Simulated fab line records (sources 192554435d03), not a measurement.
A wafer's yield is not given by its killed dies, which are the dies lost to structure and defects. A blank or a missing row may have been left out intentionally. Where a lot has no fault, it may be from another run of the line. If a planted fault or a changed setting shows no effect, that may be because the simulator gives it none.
fab line records	flow n5Finfet
[record] lots = 4	wafers = 12	lastDay = 17
route steps=1938 shown STI_FIN_REVEAL@184 DUMMY_GATE@212 BEOL_M4@1111 PASSIVATION@1936
lots that met no fault: taken from a fault-free run of the same line
startH: the number of hours between the record's first day and the start of the first shown wafer of the lot	waitH: hours from the lot's prior step to this one	" unchanged from the row above	L1.1+2: a row that stands for several wafers	- no value, or no start given	* or withheld: withheld	< > ~ a bound
route shown NAME@n: a module of which the file shows steps, and the number in the route of the first	usual: average and standard deviation across the fault-free wafers	same: alike in all rows	chamber/n: place in a boat	sites: readings site by site	_std_site: their standard deviation	_edge_site: outer sites' mean less inner sites'	radiusMm: for every site, how far away it sits from the centre of the wafer	mask NAME#n: copy n	behind: the most recent tool/chamber to have shaped the wafer	hold: why the lot was held/for how many hours/how that ended	device: transistor that didn't switch, given as n, p or np	end of line: tests run on the same wafers once the route is complete	step lacking rows: just its recipe	killed: not the wafer's yield, but the dies lost to structure and defects at the first sort	map: a wafer's dies, marking killed ones x, the rest . and places with no die _
set.NAME: the setting the step ran with; set.NAME@STEP: the setting that earlier step ran with	model.NAME: the simulator's own value behind a step, which no gauge read
lots seen at some steps along the route; tables by step, rows by wafer
services: the hour from which a tool's chamber was out of use, counted from the record's first day as startH (under 0 if before that day), plus the number of hours and why
[[steps]]
[step N5_STI_FIN_REVEAL_ALD_14]
[recipe] material = Si3N4	targetThkA = 30	tempC = 400	aldPrecursorFamily = SiH2I2	aldCoReactant = N2/H2-plasma	pressureTorr = 2
[step N5_STI_FIN_REVEAL_FCVD_FILL_01]
[recipe] material = SiO2_flowable	targetThkA = 3120	tempC = 100	pressureTorr = 0.8	rfW = 2000	timeS = 512.2
[step N5_STI_FIN_REVEAL_DENSIFY_02]
[recipe] tempC = 650	ambient = steam	timeS = 1800	idleTempC = 400	densificationPH2oTorr = 640
[step N5_STI_FIN_REVEAL_CMP_04]
[recipe] stopOn = Si3N4	tOverpolishS = 4	downForcePsi = 2	platenRpm = 54.18	postCmpClean = alkalineBrush	padVelocityMS = 1.078	targetThkNm = 131.83
[step N5_STI_FIN_REVEAL_DENSIFY_30]
[recipe] tempC = *	timeS = *	ambient = N2	idleTempC = 600	rampUpCPerS = 150	rampDownCPerS = 60	coolToC = 600
[step N5_STI_FIN_REVEAL_ETCHBACK_08]
[recipe] chemistry = C4F6/O2	target = SiO2	targetDepthA = 305	timeS = 10.167	ionEnergyEv = 250	pressureMtorr = 30	sourceW = 345	biasW = 185	Ar_flow_sccm = 300	C4F6_flow_sccm = 10	O2_flow_sccm = 10
[step N5_STI_FIN_REVEAL_STRIP_24]
[recipe] chemistry = N2/H2	timeS = 90	powerW = 100	tempC = 40	pressureMtorr = 100	rfFrequencyHz = 6e+07	biasPowerW = 3	n2FlowSccm = 300	h2FlowSccm = 300
[step N5_STI_FIN_REVEAL_PRECLEAN_25]
[recipe] chemistry = SPM	timeS = 90	tempC = 120	mix = 4:1
[step N5_STI_FIN_REVEAL_PRECLEAN_26]
[recipe] chemistry = SC1	timeS = 45	tempC = 46	mix = 1:2:100
[step N5_STI_FIN_REVEAL_PRECLEAN_29]
[recipe] chemistry = DHF	timeS = 30	tempC = 25	dilution = 300:1
[step N5_STI_FIN_REVEAL_SRD_12]
[recipe] timeS = 30	tempC = 23	rinseLiquid = diw	dry = ipaMarangoni
[step N5_STI_FIN_REVEAL_RECESS_09]
[recipe] chemistry = HF/NH3	target = SiO2	afsCycles = 11	targetDepthA = 425	tempC = 30	sublimationTempC = 180	sublimationTimeS = 60
[usual] drypumpMotorCurrentA = 5.9/0.75	sublimationTempC = 180.01/0.16	tempC = 30.01/0.1
lot.wafer	tool	chamber	startH	waitH	drypumpMotorCurrentA	sublimationTempC	tempC
L379.1	vaporEtch-01	0	39.89	0.0	6.1	180.14	30.01
L379.2	"	1	"	"	5.7	180.19	29.93
L379.5	"	0	40.95	1.1	6.2	180.19	29.84
L396.1	vaporEtch-01	1	143.56	0.2	5.7	180.24	30.03
L396.3	"	0	"	"	6.2	179.87	32.83
L396.4	"	1	"	"	5.7	180.32	30.05
L397.1	vaporEtch-01	1	149.95	0.0	5.7	180.11	30.06
L397.2	"	0	"	"	6.1	180.29	32.90
L397.6	"	1	151.01	1.1	5.8	180.43	30.00
L398.1	vaporEtch-02	1	155.27	0.0	4.7	179.93	30.06
L398.2	"	0	"	"	6.9	180.00	30.05
L398.3	"	0	"	"	6.8	180.01	30.15
[step N5_STI_FIN_REVEAL_STRIP_16]
[recipe] chemistry = H3PO4	material = SiNx	tempC = 165	targetDepthA = 238	overetchFraction = 0.4964	dry = ipaMarangoni
[step N5_STI_FIN_REVEAL_PRECLEAN_17]
[recipe] chemistry = NF3:NH3	afsCycles = 1	tempC = 30	timeS = 20	sublimationTempC = 180	sublimationTimeS = 60	pressureTorr = 3	rfPowerW = 30
[step N5_STI_FIN_REVEAL_ETCH_34]
[recipe] chemistry = H2	mode = isotropic	material = Si	target = Si	targetDepthA = 9.7	tempC = 20	pressureMtorr = 4.5	icpW = 300	biasW = 0	h2FlowSccm = 7.5	heFlowSccm = 142.5
[step N5_STI_FIN_REVEAL_OXIDATION_31]
[recipe] chemistry = O2_PLASMA_REMOTE	tempC = 150	timeS = 20	pressureMtorr = 1000	sourcePowerW = 2000	o2FlowSccm = 3000
[step N5_STI_FIN_REVEAL_PRECLEAN_32]
[recipe] chemistry = NF3:NH3	afsCycles = 1	tempC = 30	timeS = 20	sublimationTempC = 180	sublimationTimeS = 60	pressureTorr = 3	rfPowerW = 30
[step N5_STI_FIN_REVEAL_STRIP_35]
[recipe] chemistry = H3PO4	material = Si3N4	tempC = 165	targetDepthA = 40	timeS = 39
[step N5_STI_FIN_REVEAL_SRD_21]
[recipe] dry = ipaMarangoni	timeS = 30	tempC = 23	rinseLiquid = diw
[step N5_STI_FIN_REVEAL_OXIDATION_33]
[recipe] chemistry = O2_PLASMA_REMOTE	tempC = 150	timeS = 20	pressureMtorr = 1000	sourcePowerW = 2000	o2FlowSccm = 3000
[step N5_STI_FIN_REVEAL_CLEAN_19]
[recipe] chemistry = O3/DIW	tempC = 25	timeS = 120	o3Ppm = 10
[step N5_STI_FIN_REVEAL_SRD_23]
[recipe] dry = ipaMarangoni	timeS = 30	tempC = 23	rinseLiquid = diw
[step N5_STI_FIN_REVEAL_FIN_H_MEAS_10]
[usual] trenchDepthNm = 52.3/0.88
lot.wafer	tool	chamber	startH	waitH	trenchDepthNm
L379.1	ocd-02	-	42.92	0.0	53.8
L379.2	"	-	"	"	53.4
L379.5	"	-	"	"	53.3
L396.1	ocd-02	-	146.49	0.0	52.3
L396.3	"	-	"	"	47.4
L396.4	"	-	"	"	51.0
L397.1	ocd-02	-	152.64	0.0	52.5
L397.2	"	-	"	"	49.5
L397.6	"	-	"	"	53.6
L398.1	ocd-01	-	158.02	0.0	52.3
L398.2	"	-	"	"	52.7
L398.3	"	-	"	"	53.8
[step N5_STI_FIN_REVEAL_PRECLEAN_18]
[recipe] chemistry = SC2	timeS = 45	tempC = 35	mix = 1:1:50
[step N5_STI_FIN_REVEAL_SRD_28]
[recipe] dry = ipaMarangoni	timeS = 30	tempC = 23	rinseLiquid = diw
[step N5_DUMMY_GATE_PRECLEAN_00]
[recipe] chemistry = O3/DIW	timeS = 60	tempC = 22	o3Ppm = 10
[step N5_DUMMY_GATE_SRD_01]
[recipe] timeS = 30	tempC = 23	rinseLiquid = diw	dry = ipaMarangoni
[step N5_DUMMY_GATE_ALD_02]
[recipe] material = SiO2	targetThkA = 20	tempC = 300	aldPrecursorFamily = BDEAS	aldCoReactant = O2-plasma	pulseTimeS = 1	pressureTorr = 2
[step N5_DUMMY_GATE_CVD_03]
[recipe] material = a-Si	targetThkA = 1500	tempC = 530	precursor = SiH4	timeS = 8042
[step N5_DUMMY_GATE_PRECLEAN_46]
[recipe] chemistry = DIW	timeS = 89.5	tempC = 23
[step N5_DUMMY_GATE_SRD_47]
[recipe] dryTimeS = 32	dry = n2Spin	spinRpm = 1500
[step N5_DUMMY_GATE_CMP_04]
[recipe] material = a-Si	postCmpClean = alkalineBrush
[step N5_DUMMY_GATE_HM_DEP_06]
[recipe] material = SiNx	targetThkA = 800	precursor = DCS/NH3	tempC = 700	pressureMtorr = 300	timeS = 5141
[step N5_DUMMY_GATE_PECVD_30]
[recipe] material = SiO2	targetThkA = 550	tempC = 400	precursor = TEOS/O2	pressureTorr = 6.5	rfW = withheld	teosFlowSccm = withheld	gas = O2	flowSccm = 2650	timeS = 10.8
[step N5_DUMMY_GATE_COAT_34]
[recipe] resist = SOC	tempC = 250	timeS = 60	spinRpm = 1500	resistThkNm = 60
[step N5_DUMMY_GATE_COAT_35]
[recipe] resist = SiARC	tempC = 220	timeS = 60	spinRpm = 1500	resistThkNm = 10
[step N5_DUMMY_GATE_COAT_28]
[recipe] resist = underlayer	tempC = 205	timeS = 60	spinRpm = 1500	resistThkNm = 10
[step N5_DUMMY_GATE_COAT_09]
[recipe] resist = CAR-EUV	spinRpm = 1500	resistThkNm = 30
[step N5_BEOL_M4_RC_MEAS_101]
[usual] DIBL_N = 35.4/2.1	DIBL_P = 34.8/2.6	IOFF_N = 0.15/0.037	IOFF_P = 0.19/0.037	ION_N = 677/16	ION_P = 462/9.3	SS_N = 71.4/0.75	SS_P = 72.9/0.77	VT_N = 250/3.7	VT_P = -251/3.5
lot.wafer	tool	chamber	startH	waitH	DIBL_N[mV/V]	DIBL_P[mV/V]	IOFF_N[nA/um]	IOFF_P[nA/um]	ION_N[uA/um]	ION_P[uA/um]	SS_N[mV/dec]	SS_P[mV/dec]	VT_N[mV]	VT_P[mV]
L379.1	prober-02	0	183.59	0.0	31.6	28.4	0.09	0.16	664	473	70.1	72.4	255	-252
L379.2	"	0	"	"	35.5	33.2	0.14	0.21	680	470	71.0	72.9	250	-249
L379.5	"	0	"	"	34.3	31.4	0.13	0.18	680	463	70.9	72.7	248	-249
L396.1	prober-01	0	283.59	0.0	34.0	34.2	0.12	0.17	682	463	71.2	73.4	255	-253
L396.3	"	0	"	"	38.8	38.0	0.20	0.22	642	432	72.1	74.3	250	-251
L396.4	"	0	"	"	32.3	32.6	0.11	0.16	661	461	70.5	72.2	256	-252
L397.1	prober-01	0	286.34	0.0	35.6	35.4	0.15	0.19	678	460	72.1	72.7	250	-251
L397.2	"	0	"	"	39.8	36.1	0.30	0.19	638	436	76.2	73.3	251	-250
L397.6	"	0	"	"	34.7	34.9	0.14	0.19	680	466	71.5	73.0	248	-251
L398.1	prober-01	0	302.88	0.0	36.3	34.1	0.13	0.14	659	445	71.5	73.1	256	-257
L398.2	"	0	"	"	38.0	37.4	0.18	0.20	696	467	71.8	74.3	247	-252
L398.3	"	0	"	"	38.2	38.1	0.19	0.21	704	475	71.7	75.0	247	-253
[step N5_PASSIVATION_PROBE_49]
[usual] defectLimitedYield = 90.5/1.7	killed_at_M0_to_M3 = 37/12	killed_at_M4_up = 14/5.2	killedAtContacts = 12/5.9	killedAtFrontEnd = 45/14	killedAtOther = 3.5/2.8	killedDies = 112/21	killedOpen = 73/15	killedShort = 36/8.9	sort_bin_4_leakage = 0.00/0.007	sort_bin_5_function = 5.6/1.2	sort_bin_6_memory = 3.5/0.68	sort_bin_8_speed = 0.01/0.1	sortNPass = 1068/21	sortYieldPct = 90.5/1.8
[same] grossDies = 1180	killedAtBackSide = 0
lot.wafer	tool	chamber	startH	waitH	defectLimitedYield[%]	killed_at_M0_to_M3	killed_at_M4_up	killedAtContacts	killedAtFrontEnd	killedAtOther	killedDies	killedOpen	killedShort	sort_bin_4_leakage[%]	sort_bin_5_function[%]	sort_bin_6_memory[%]	sort_bin_8_speed[%]	sortNPass	sortYieldPct[%]
L379.1	prober-02	-	300.92	0.0	91.8	33	20	2	39	3	97	70	27	0	4.8	3.0	0	1083	91.8
L379.2	prober-02	-	300.97	0.1	88.1	47	20	5	65	3	140	92	47	0	6.6	4.9	0	1040	88.1
L379.5	prober-02	-	301.12	0.2	91.5	29	11	11	47	2	100	60	40	0	5.3	2.5	0	1080	91.5
L396.1	prober-01	-	391.45	0.0	88.1	47	12	12	65	5	141	93	45	0	7.2	4.5	0	1039	88.1
L396.3	prober-01	-	391.55	0.1	89.3	45	13	15	51	2	126	92	30	0	6.4	4.2	4.32	1003	85.0
L396.4	prober-01	-	391.60	0.2	87.9	52	13	10	60	8	143	102	38	0	7.0	4.7	0	1037	87.9
L397.1	prober-02	-	396.43	0.0	88.7	68	13	13	35	4	133	76	55	0	6.4	4.4	0	1047	88.7
L397.2	prober-02	-	396.48	0.1	91.4	44	17	12	25	4	102	79	19	0.59	5.4	3.1	7.20	986	83.6
L397.6	prober-02	-	396.68	0.3	89.7	39	15	6	54	7	121	75	43	0	6.0	3.7	0	1059	89.7
L398.1	prober-01	-	401.99	0.0	90.1	37	19	16	43	2	117	71	40	0	5.9	3.7	0	1063	90.1
L398.2	prober-01	-	402.04	0.1	91.9	30	13	18	34	1	96	62	28	0	4.8	3.1	0	1084	91.9
L398.3	prober-01	-	402.09	0.1	91.5	23	19	15	41	2	100	62	37	0	4.7	3.6	0	1080	91.5
// killed by level:class
L379.1 BEOL_M3:geometricParticle:open=11 BEOL_M4:geometricParticle:open=11 FIN_SAQP:geometricParticle:open=10 BEOL_M2:geometricParticle:open=10 FIN_SAQP:geometricParticle:short=7 DUMMY_GATE:geometricParticle:open=6 GATE_CUT:geometricParticle:open=4 GATE_CUT:geometricParticle:short=4
L379.2 FIN_SAQP:geometricParticle:open=17 FIN_SAQP:geometricParticle:short=17 STI_FIN_REVEAL:geometricParticle:open=14 BEOL_M4:geometricParticle:open=12 BEOL_M0_SAQP:geometricParticle:open=10 BEOL_M0_SAQP:geometricParticle:short=10 BEOL_M2:geometricParticle:open=10 BEOL_M3:geometricParticle:open=10
L379.5 MOL_CONTACT_COAG:geometricParticle:open=11 FIN_SAQP:geometricParticle:short=9 STI_FIN_REVEAL:geometricParticle:open=8 GATE_CUT:geometricParticle:short=8 BEOL_M3:geometricParticle:open=7 FIN_SAQP:geometricParticle:open=6 BEOL_M0:geometricParticle:short=6 BEOL_M4:geometricParticle:open=6
L396.1 STI_FIN_REVEAL:geometricParticle:open=28 STI_FIN_REVEAL:geometricParticle:short=11 MOL_CONTACT_COAG:geometricParticle:open=9 BEOL_M3:geometricParticle:open=9 BEOL_M2:geometricParticle:open=8 FIN_SAQP:geometricParticle:short=8 BEOL_M0_SAQP:geometricParticle:open=8 BEOL_M0_SAQP:geometricParticle:short=7
L396.3 STI_FIN_REVEAL:geometricParticle:open=22 MOL_CONTACT_COAG:geometricParticle:open=12 BEOL_M3:geometricParticle:open=11 BEOL_M0_SAQP:geometricParticle:open=10 BEOL_M0_SAQP:geometricParticle:short=9 DUMMY_GATE:geometricParticle:open=5 BEOL_M0:geometricParticle:open=5 BEOL_M2:geometricParticle:open=5
L396.4 STI_FIN_REVEAL:geometricParticle:open=23 FIN_SAQP:geometricParticle:open=11 BEOL_M3:geometricParticle:open=10 BEOL_M0_SAQP:geometricParticle:short=10 MOL_CONTACT_COAG:geometricParticle:open=9 BEOL_M0_SAQP:geometricParticle:open=9 BEOL_M2:geometricParticle:open=7 BEOL_M4:geometricParticle:open=7
L397.1 BEOL_M0_SAQP:geometricParticle:short=19 BEOL_M0_SAQP:geometricParticle:open=15 FIN_SAQP:geometricParticle:short=9 MOL_CONTACT_COAG:geometricParticle:open=8 BEOL_M0:geometricParticle:open=7 BEOL_M3:geometricParticle:open=7 STI_FIN_REVEAL:geometricParticle:open=6 BEOL_M1:geometricParticle:open=6
L397.2 BEOL_M3:geometricParticle:open=13 BEOL_M0_SAQP:geometricParticle:open=12 MOL_CONTACT_COAG:geometricParticle:open=10 BEOL_M4:geometricParticle:open=7 BEOL_M0_SAQP:geometricParticle:short=7 STI_FIN_REVEAL:geometricParticle:open=6 DUMMY_GATE:geometricParticle:open=6 BEOL_M1:geometricParticle:open=5
L397.6 STI_FIN_REVEAL:geometricParticle:open=14 BEOL_M0_SAQP:geometricParticle:short=13 FIN_SAQP:geometricParticle:open=11 FIN_SAQP:geometricParticle:short=8 MOL_CONTACT_COAG:geometricParticle:open=6 BEOL_M3:geometricParticle:open=6 BEOL_M1:geometricParticle:open=6 DUMMY_GATE:geometricParticle:open=5
L398.1 MOL_CONTACT_COAG:geometricParticle:open=14 BEOL_M1:geometricParticle:open=8 GATE_CUT:geometricParticle:short=7 BEOL_M0:geometricParticle:open=7 FIN_SAQP:geometricParticle:short=5 STI_FIN_REVEAL:geometricParticle:open=5 BEOL_M2:geometricParticle:open=5 BEOL_M3:geometricParticle:open=5
L398.2 BEOL_M3:geometricParticle:open=11 MOL_CONTACT_COAG:geometricParticle:open=10 MOL_CONTACT_COAG:geometricParticle:short=7 STARTING-WAFER:geometricParticle:short=6 FIN_SAQP:geometricParticle:short=5 BEOL_M0_SAQP:geometricParticle:open=5 BEOL_M1:geometricParticle:open=5 BEOL_M5:geometricParticle:open=5
L398.3 STI_FIN_REVEAL:geometricParticle:open=10 MOL_CONTACT_COAG:geometricParticle:open=10 FIN_SAQP:geometricParticle:open=7 GATE_CUT:geometricParticle:short=7 BEOL_M0:geometricParticle:open=6 MOL_CONTACT_COAG:geometricParticle:short=5 DUMMY_GATE:geometricParticle:open=4 BEOL_M0_SAQP:geometricParticle:short=4
// map L396.4 (x killed, . not)
_________________..xxx.......________________
______________....x....x.x......_____________
___________........................__________
__________.....................x.x.._________
________......x............x.........._______
_______x.x.x.......x.........x.x.......______
______.......x......................x..._____
_____.x.x......x...x..........x.....x.xx.____
____..x...x.x....xx.................x.....___
___x........x......x.......x..............x__
___.........x..x............x......x.x.....__
__...............x.........x.......x....xx.x_
__....x..x...x.x.....x................x....._
_.xx.....................x...................
_.....x.............xx........xx..x........xx
_...x..........x..........x.....xx........x..
_...........x.......xxx...........x..........
_..x.x.x....x...x........x...........x....x.x
_..............................x.............
_...x......x...................x..x..........
_.x....x....................x......x......x..
__......x.......x...x.....................x._
__x........................................._
___..................x...x............xx.x.__
___.........x..................x...........__
____.................xxx...x....x.xx..x...___
_____...xx....xx..x.....x................____
______.x......x.xx....x....x...x........_____
_______................................______
________x.....x.......x...........xx.._______
__________......x.................x._________
___________.x.........x............__________
______________....x..x...x......_____________
_________________..xx......x.________________
// map L397.1 (x killed, . not)
_________________............________________
______________...x.............._____________
___________..x...x.x...............__________
__________........x....x..x........._________
________....xx.x......................_______
_______.x..xx..xx...xx....xx...........______
______.....................x............_____
_____............x..xx.x........x.x.x.x..____
____.......................x........x.....___
___.....x..x..x.......xx..................x__
___....xx...x............x......x.....x....__
__x.......x..........x..........x....xx....._
__...............................xx........x_
_.......x.x..............x......xxx.....x....
_.x...............x...........x........x.....
_....x..........xxx..x................x......
_...........x.....x......x.......x...........
_..x..x....x.................................
_................x....x...............xx.....
_............x.............................xx
_.............x............x.......x.........
__.........................x...x.........x.._
__....x....x...x......x.......x..x......x..._
___x..x...xxx........x.....xx....x.........__
___......x.x.....x..x......x.........x..x.x__
____................x...................x.___
_____...x.........x.............x..x.....____
______x.................x........x....x._____
_______.....x..................x....x..______
________.x..x........x................_______
__________..............x..........._________
___________.................x......__________
______________..............x..._____________
_________________......x...x.________________
[[services]]
tool	chamber	startH	hours	kind
vaporEtch-01	-	66.64	0.8	repair
vaporEtch-02	-	104.60	29.9	repair
[[key]]
[firstSign] step = N5_STI_FIN_REVEAL_RECESS_09	reading = tempC	direction = up	sigmas = 28	usual = *	struck = *
[effect] step = N5_STI_FIN_REVEAL_FIN_H_MEAS_10	reading = trenchDepthNm	direction = down	sigmas = 4.4	usual = 52.3	struck = 48.5
[effect] step = N5_BEOL_M4_RC_MEAS_101	reading = ION_P	direction = down	sigmas = 3	usual = 462	struck = 434
[effect] step = N5_PASSIVATION_PROBE_49	reading = sort_bin_8_speed	direction = up	sigmas = 57	usual = 0.01	struck = 5.76
metAt N5_STI_FIN_REVEAL_RECESS_09
struckWafers L396.3,L397.2
onsetBetween 39.89 143.56
[fault] kind = processParameterDrift	tool = vaporEtch-01	chamber = 0	onsetH = 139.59	steps = N5_STI_FIN_REVEAL_RECESS_09	channel = tempC	offset = *	shape = step	endH = 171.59	actsIn = *	stated = *
